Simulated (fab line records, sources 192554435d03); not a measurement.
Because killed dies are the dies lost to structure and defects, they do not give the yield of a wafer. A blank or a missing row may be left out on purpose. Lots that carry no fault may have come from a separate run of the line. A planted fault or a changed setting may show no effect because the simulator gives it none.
Tool commonality check || flow n5 finfet || 27 wafers sampled across 9 lots

== WHAT PROMPTED THE OPENING ==
At N5_BEOL_M4_RC_MEAS_101 the reading IOFF_P_LIN is flagged on 2 of 9 lots. Fault-free wafers read 0.100 nA/um, with a standard deviation of 0.014.
Rule: a lot gets a flag if all its wafers with a number sit over 4 standard deviations from that mean, or if no wafer of it has a number. All remaining lots are regarded as sound.

{"lot": "L234", "measured": "day 8 01:25", "on": "prober-02", "IOFF_P_LIN (nA/um), wafer by wafer": "0.122 0.092 0.126", "flag": ""}
{"lot": "L235", "measured": "day 8 09:25", "on": "prober-02", "IOFF_P_LIN (nA/um), wafer by wafer": "0.089 0.096 0.089", "flag": ""}
{"lot": "L236", "measured": "day 8 23:57", "on": "prober-01", "IOFF_P_LIN (nA/um), wafer by wafer": "0.128 0.143 0.121", "flag": ""}
{"lot": "L240", "measured": "day 9 15:37", "on": "prober-02", "IOFF_P_LIN (nA/um), wafer by wafer": "1.147 0.996 1.023", "flag": "FLAGGED"}
{"lot": "L242", "measured": "day 9 19:12", "on": "prober-02", "IOFF_P_LIN (nA/um), wafer by wafer": "0.532 0.600 0.557", "flag": "FLAGGED"}
{"lot": "L252", "measured": "day 12 10:37", "on": "prober-02", "IOFF_P_LIN (nA/um), wafer by wafer": "0.077 0.081 0.065", "flag": ""}
{"lot": "L253", "measured": "day 13 01:37", "on": "prober-01", "IOFF_P_LIN (nA/um), wafer by wafer": "0.097 0.101 0.089", "flag": ""}
{"lot": "L255", "measured": "day 13 14:24", "on": "prober-02", "IOFF_P_LIN (nA/um), wafer by wafer": "0.097 0.109 0.102", "flag": ""}
{"lot": "L257", "measured": "day 13 18:08", "on": "prober-01", "IOFF_P_LIN (nA/um), wafer by wafer": "0.096 0.082 0.088", "flag": ""}
On average the flagged lots' numbers are 0.809 nA/um, which is +0.709 nA/um against the usual, or +51 standard deviations.

== LOT BY LOT: THE TOOL USED ==
Before the reading, the record contains 2 process steps out of a 1938-step route. Read each cell as the tool, then ch plus the chambers that the sampled wafers visited, then the start.
{"lot": "L234", "flag": "", "N5_SDB_DESCUM_16": "rie diel-01 ch 0,1,3, day 3 18:33", "N5_HKMG_FIN_CVD_62": "thermal cvd si-01 ch 0,1,2, day 4 02:17"}
{"lot": "L235", "flag": "", "N5_SDB_DESCUM_16": "rie diel-06 ch 0,2,3, day 3 23:27", "N5_HKMG_FIN_CVD_62": "thermal cvd si-02 ch 0,1, day 4 06:41"}
{"lot": "L236", "flag": "", "N5_SDB_DESCUM_16": "rie diel-01 ch 0,1,2, day 4 06:43", "N5_HKMG_FIN_CVD_62": "thermal cvd si-01 ch 0,1, day 4 14:37"}
{"lot": "L240", "flag": "FLAGGED", "N5_SDB_DESCUM_16": "rie diel-05 ch 1,3, day 5 11:04", "N5_HKMG_FIN_CVD_62": "thermal cvd si-02 ch 0,1,2, day 5 18:19"}
{"lot": "L242", "flag": "FLAGGED", "N5_SDB_DESCUM_16": "rie diel-01 ch 0,2, day 5 21:59", "N5_HKMG_FIN_CVD_62": "thermal cvd si-02 ch 0,1, day 6 05:20"}
{"lot": "L252", "flag": "", "N5_SDB_DESCUM_16": "rie diel-06 ch 0,1,3, day 8 04:29", "N5_HKMG_FIN_CVD_62": "thermal cvd si-01 ch 1,2, day 8 12:05"}
{"lot": "L253", "flag": "", "N5_SDB_DESCUM_16": "rie diel-06 ch 0,3, day 8 11:31", "N5_HKMG_FIN_CVD_62": "thermal cvd si-02 ch 0,2, day 8 20:47"}
{"lot": "L255", "flag": "", "N5_SDB_DESCUM_16": "rie diel-05 ch 0,2,3, day 9 01:10", "N5_HKMG_FIN_CVD_62": "thermal cvd si-02 ch 0,2, day 9 09:15"}
{"lot": "L257", "flag": "", "N5_SDB_DESCUM_16": "rie diel-05 ch 0,1,2, day 9 14:41", "N5_HKMG_FIN_CVD_62": "thermal cvd si-02 ch 0,1, day 9 21:55"}
What the steps here do:
- N5_SDB_DESCUM_16: chemistry O2, time 7.9 s.
- N5_HKMG_FIN_CVD_62: deposits a-Si from Si2H6, target thk 3 nm, time 20.8 s.
- N5_BEOL_M4_RC_MEAS_101

== FLAGGED OVER TOTAL, TOOL BY TOOL (the gauges that took the reading come last) ==
{"step": "N5_SDB_DESCUM_16", "tool": "rie diel-01", "lots run": 3, "flagged": 1, "share of the flagged lots": "some", "sound lots run after its first flagged lot": 0}
{"step": "N5_SDB_DESCUM_16", "tool": "rie diel-05", "lots run": 3, "flagged": 1, "share of the flagged lots": "some", "sound lots run after its first flagged lot": "2 (L255,L257)"}
{"step": "N5_SDB_DESCUM_16", "tool": "rie diel-06", "lots run": 3, "flagged": 0, "share of the flagged lots": "none", "sound lots run after its first flagged lot": "-"}
{"step": "N5_HKMG_FIN_CVD_62", "tool": "thermal cvd si-01", "lots run": 3, "flagged": 0, "share of the flagged lots": "none", "sound lots run after its first flagged lot": "-"}
{"step": "N5_HKMG_FIN_CVD_62", "tool": "thermal cvd si-02", "lots run": 6, "flagged": 2, "share of the flagged lots": "all", "sound lots run after its first flagged lot": "3 (L253,L255,L257)"}
{"step": "N5_BEOL_M4_RC_MEAS_101", "tool": "prober-01", "lots run": 3, "flagged": 0, "share of the flagged lots": "none", "sound lots run after its first flagged lot": "-"}
{"step": "N5_BEOL_M4_RC_MEAS_101", "tool": "prober-02", "lots run": 6, "flagged": 2, "share of the flagged lots": "all", "sound lots run after its first flagged lot": "2 (L252,L255)"}

== THE TABLE: WHAT IT ALLOWS ==
In 2 table rows, all flagged lots were run: thermal cvd si-02 (N5_HKMG_FIN_CVD_62), prober-02 (N5_BEOL_M4_RC_MEAS_101).
- thermal cvd si-02 at N5_HKMG_FIN_CVD_62: 2 of its 6 lots flagged. After the first flagged lot (L253, L255, L257), sound lots still ran on it; a lasting fault on the whole tool would not permit that. Its own readings (susceptor temp C) fall more than 4 standard deviations out on all wafers of the flagged lots.
- prober-02 at N5_BEOL_M4_RC_MEAS_101: 2 of its 6 lots flagged. After the first flagged lot (L252, L255), sound lots still ran on it; a lasting fault on the whole tool would not permit that.
Not one row of the table ran every flagged lot while running no sound lot after the first.

== WHAT WAS PUT IN BY THE SIMULATOR ==
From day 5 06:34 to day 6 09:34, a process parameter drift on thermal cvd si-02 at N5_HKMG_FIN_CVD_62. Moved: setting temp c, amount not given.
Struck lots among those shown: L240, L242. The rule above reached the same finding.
